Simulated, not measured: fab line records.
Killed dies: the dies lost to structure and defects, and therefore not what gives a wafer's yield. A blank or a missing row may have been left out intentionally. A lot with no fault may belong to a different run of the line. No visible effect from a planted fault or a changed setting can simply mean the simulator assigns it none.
Which tool was responsible?    flow nand harc    Sampling: 24 lots, 72 wafers, 2 of 1302 route steps

== WHAT EACH GAUGE READ, for each wafer ==
NHARC_A_SLIT_INSPECT_11. Usual: 58 for raw defect count, sd 31.
lot   measured      on                 raw defect count  flag
L076  day 19 21:31  defect inspect-02  110 117 133       
L075  day 19 21:41  defect inspect-01  79 75 87          
L074  day 20 03:21  defect inspect-01  57 52 61          
L080  day 21 15:38  defect inspect-01  51 63 73          
L077  day 21 16:07  defect inspect-02  19 20 27          
L078  day 21 19:16  defect inspect-01  121 101 121       
L079  day 22 01:35  defect inspect-01  78 68 65          
L081  day 22 20:46  defect inspect-02  65 61 62          
L082  day 23 11:05  defect inspect-01  62 64 87          
L083  day 23 11:56  defect inspect-02  75 78 91          
L084  day 23 21:22  defect inspect-02  47 28 33          
L085  day 24 06:44  defect inspect-02  61 63 62          
L088  day 25 00:42  defect inspect-01  79 93 98          
L086  day 25 00:56  defect inspect-02  51 42 33          
L089  day 25 01:20  defect inspect-02  38 53 59          
L087  day 25 05:10  defect inspect-02  15 16 13          
L090  day 26 00:59  defect inspect-01  15 20 24          
L091  day 26 01:20  defect inspect-01  72 101 84         
L092  day 27 04:56  defect inspect-02  24 36 25          
L093  day 27 05:16  defect inspect-02  66 68 69          
L094  day 28 03:35  defect inspect-02  74 70 58          
L095  day 28 13:23  defect inspect-02  26 32 18          
L096  day 28 13:32  defect inspect-01  34 38 43          
L097  day 29 15:17  defect inspect-02  14 23 7           

NHARC_A_CONTACT_OVL_MEAS_43. Usual: overlay x nm -0.1 nm, standard deviation 0.81; overlay y nm -0.3 nm, standard deviation 0.78.
lot   measured      on          overlay x nm (nm)  overlay y nm (nm)  flag
L076  day 21 10:19  overlay-01  -1.0 -0.6 -0.8     -1.7 -1.6 -1.1     
L075  day 21 11:52  overlay-02  0.8 0.5 0.6        -1.1 -1.7 -1.4     
L074  day 21 22:41  overlay-02  0.5 0.1 0.4        -0.6 -0.3 -0.9     
L080  day 23 07:25  overlay-01  -0.3 -1.1 -0.7     -0.7 -1.2 -1.0     
L077  day 23 04:31  overlay-02  -1.2 -1.1 -0.9     -0.9 -0.8 -1.0     
L078  day 23 07:16  overlay-02  0.4 -0.7 0.1       -0.3 -0.7 -0.8     
L079  day 23 21:42  overlay-01  0.9 0.9 0.8        0.1 0.5 -0.3       
L081  day 24 10:50  overlay-01  0.1 0.0 0.0        0.5 -0.3 0.5       
L082  day 25 05:00  overlay-01  0.0 -0.1 -0.2      -0.6 -0.6 -0.4     
L083  day 25 05:11  overlay-02  0.4 -0.1 -0.6      1.2 0.8 0.7        
L084  day 25 12:07  overlay-01  0.9 0.4 1.1        -0.5 -0.8 -0.7     
L085  day 25 21:03  overlay-02  0.1 -0.2 0.2       -0.5 -0.5 -1.4     
L088  day 26 13:50  overlay-02  -1.0 -0.3 -0.7     -0.7 -1.0 -1.0     
L086  day 26 13:40  overlay-01  0.2 -0.2 0.1       0.8 1.3 0.8        
L089  day 26 17:49  overlay-02  -0.4 -0.8 -0.4     1.0 1.1 0.5        
L087  day 26 19:08  overlay-02  0.7 0.4 0.3        0.3 0.3 0.0        
L090  day 27 17:14  overlay-02  -0.6 -0.6 -0.6     0.1 0.4 0.5        
L091  day 27 16:11  overlay-01  1.3 1.0 1.2        -0.5 -0.1 -0.2     
L092  day 28 21:07  overlay-01  -1.6 -2.0 -1.9     -0.5 -0.5 -0.1     
L093  day 28 21:17  overlay-01  0.7 0.0 -0.5       -2.2 -1.9 -1.6     
L094  day 29 22:42  overlay-02  -1.6 -1.6 -1.6     0.2 -0.6 -0.1      
L095  day 30 02:13  overlay-01  -0.2 -0.5 -0.1     -0.1 -0.1 -0.4     
L096  day 30 02:22  overlay-02  1.0 1.1 0.9        -1.4 -0.8 -1.0     
L097  day 31 04:02  overlay-02  -0.9 -0.9 -0.8     0.7 0.6 0.8        

== WHAT TOOL EACH LOT RAN ON (gives the tool, then ch and the chambers of the sampled wafers, and finally the start) ==
No process step before these readings appears in the record.

== WHAT THE TOOLS THEMSELVES READ (means of the sampled wafers that have a number; where no wafer has one, the mark that the record gives instead) ==
The record holds no such reading with a usual standard deviation.

== THE ANSWER, worked out from the rows above alone ==
Rule: take the mean of a lot's wafers that have a number; if it is more than 3 standard deviations from the usual mean, the lot is off. A lot without any number at a reading at which 4 lots or more have one is off too. Any other lot the step has rows for is counted as sound. Order of review: gauges by route order, followed by the tools' own readings, for which a lot's mean as printed above is used. The first step at which some lot is off is used, and at that step the reading that is off furthest; a lot without a number counts as furthest.
No lot is off at any reading shown: from this, nothing can be told.

== WHAT THE SIMULATOR HAD PUT IN ==
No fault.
